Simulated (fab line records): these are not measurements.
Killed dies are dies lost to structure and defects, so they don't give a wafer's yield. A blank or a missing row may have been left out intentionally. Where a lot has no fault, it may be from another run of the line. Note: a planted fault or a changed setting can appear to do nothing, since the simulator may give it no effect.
A struck lot beside a sound one -- flow n5_finfet -- 27 steps out of a route of 1938
Sound: wafers L838.2, L838.3, L838.6. Struck: wafers L832.1, L832.3, L832.4. Last of all comes the cause.
Each step with rows lists, per side, the tool, then ch with its chambers, then its first start. Under that, the readings that differ: sound wafers -- struck wafers -- difference of the means -- sigmas: that difference in standard deviations of wafers without a fault.
alike: same words and numbers on both sides, and readings whose means sit less than 2 such deviations apart. not compared: any withheld reading, any reading some wafer has no value for, any bound like >300 that may hide the same value, and any number with overlapping values for which the record gives no deviation.
The two part at a step that has a row with sigmas, a row that says differs or no value, or rows on one side only. Numbers that have no deviation but don't overlap get no sigmas and don't part them. A reading missing from all wafers of one side parts the sides only when that side holds two or more wafers.

first, 10 steps without rows for these wafers: N5_BEOL_M2_DESCUM_16 (chemistry O2, time 7 s); N5_BEOL_M2_ETCH_74 (etches underlayer in N2/H2, target depth 6.5 nm, time 5.2 s); N5_BEOL_M2_ETCH_63 (etches SiARC in CF4, target depth 15.6 nm, time 26 s); N5_BEOL_M2_ETCH_64 (etches SOC in N2/H2, target depth 75 nm, overetch 22.5 nm, time 121.9 s); N5_BEOL_M2_STRIP_65 (strips in N2/H2); N5_BEOL_M2_STRIP_75 (strips in N2/H2); N5_BEOL_M2_STRIP_66 (strips in CF4); N5_BEOL_M2_HM_OPEN_17 (chemistry Cl2/BCl3, target TiN, target depth 20 nm, overetch 6 nm); N5_BEOL_M2_STRIP_19 (strips in O2); N5_BEOL_M2_COAT_67 (time 60 s, resist thk 60 nm).
N5_BEOL_M2_COAT_68: time 60 s, resist thk 12 nm.
  sound on litho_track-04 ch 0, day 11 19:35; struck on litho_track-01 ch 0, day 10 20:58
reading,sound,struck,difference,sigmas
spin_speed_rpm (rpm),1500.1 1500.3 1500.3,1615.8 1614.9 1615.3,+115.1,+99 or more
model.SiARC_of_BEOL_M2_COAT_68.thk_nm (nm),12 12 12,11.4 11.4 11.4,-0.6,
then, 9 steps without rows for these wafers: N5_BEOL_M2_COAT_76 (time 60 s, resist thk 5 nm); N5_BEOL_M2_COAT_22 (resist thk 30 nm); N5_BEOL_M2_EBR_24; N5_BEOL_M2_SOFTBAKE_23 (time 60 s); N5_BEOL_M2_EXPOSE_25 (exposes mask V1, defocus 5 nm); N5_BEOL_M2_PEB_26 (peb time 60 s); N5_BEOL_M2_DEVELOP_27 (develop time 30 s); N5_BEOL_M2_DESCUM_33 (chemistry O2, time 7 s); N5_BEOL_M2_ETCH_77 (etches underlayer in N2/H2, target depth 6.5 nm, time 5.2 s).
N5_BEOL_M2_ETCH_69: etches SiARC in CF4, target depth 15.6 nm, time 26 s.
  sound on rie_diel-05 ch 1,2, day 11 20:10; struck on rie_diel-05 ch 1,2,3, day 10 21:25
reading,sound,struck,difference,sigmas
model.etch.depth_nm (nm),11.95 11.98 11.97,11.45 11.48 11.47,-0.50,
  alike: cf4_flow_sccm, drypump_motor_current_A, etch_rf_on_time_s, oes_product_au, rf_vpp_V, showerhead_plenum_p_Torr, throttle_valve_pct
  not compared: rf_hours_counter_h, model.CAR-EUV_of_BEOL_M2_COAT_22.thk_nm
then, 1 step without rows for these wafers: N5_BEOL_M2_ALD_98 (deposits SiO2, target thk 2.5 nm, pulse time 1 s, co reactant pulse time 1 s).
N5_BEOL_M2_ETCHBACK_99: etches SiO2 in CHF3, target depth 5 nm, time 10.4 s.
  sound on rie_diel-02 ch 1,2,3, day 11 20:38; struck on rie_diel-05 ch 1,2,3, day 11 01:24
  alike: drypump_motor_current_A, oes_product_au, rf_vpp_V, showerhead_plenum_p_Torr, throttle_valve_pct
  not compared: rf_hours_counter_h, model.CAR-EUV_of_BEOL_M2_COAT_22.thk_nm
N5_BEOL_M2_ETCH_70: etches SOC in N2/H2, target depth 80 nm, overetch 24 nm, time 130 s.
  sound on rie_diel-02 ch 1,2,3, day 11 20:40; struck on rie_diel-05 ch 1,2,3, day 11 01:26
reading,sound,struck,difference,sigmas
model.SiARC_of_BEOL_M2_COAT_68.thk_nm (nm),6 5.8 5.8,5.4 5.4 5.4,-0.5,
  alike: drypump_motor_current_A, n2_flow_sccm, oes_product_au, rf_vpp_V, showerhead_plenum_p_Torr, temp_c, throttle_valve_pct
  not compared: rf_hours_counter_h
then, 1 step without rows for these wafers: N5_BEOL_M2_STRIP_71 (strips in N2/H2).
N5_BEOL_M4_RC_MEAS_101:
  sound on prober-02 ch 0, day 13 01:44; struck on prober-02 ch 0, day 11 23:39
reading,sound,struck,difference,sigmas
VT_P (mV),-255 -253 -255,-247 -247 -247,+7,+2
  alike: DIBL_N, DIBL_P, IOFF_N, IOFF_P, ION_N, ION_P, SS_N, SS_P, VT_N
N5_PASSIVATION_PROBE_49:
  sound wafers here have rows in the record (prober-02, day 17 06:45); struck ones have none

## WHERE THEY PART
First at N5_BEOL_M2_COAT_68; last, within this record, at N5_PASSIVATION_PROBE_49.

WHY: what the simulator had put in
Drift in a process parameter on litho_track-01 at N5_BEOL_M2_COAT_68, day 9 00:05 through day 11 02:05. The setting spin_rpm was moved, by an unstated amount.
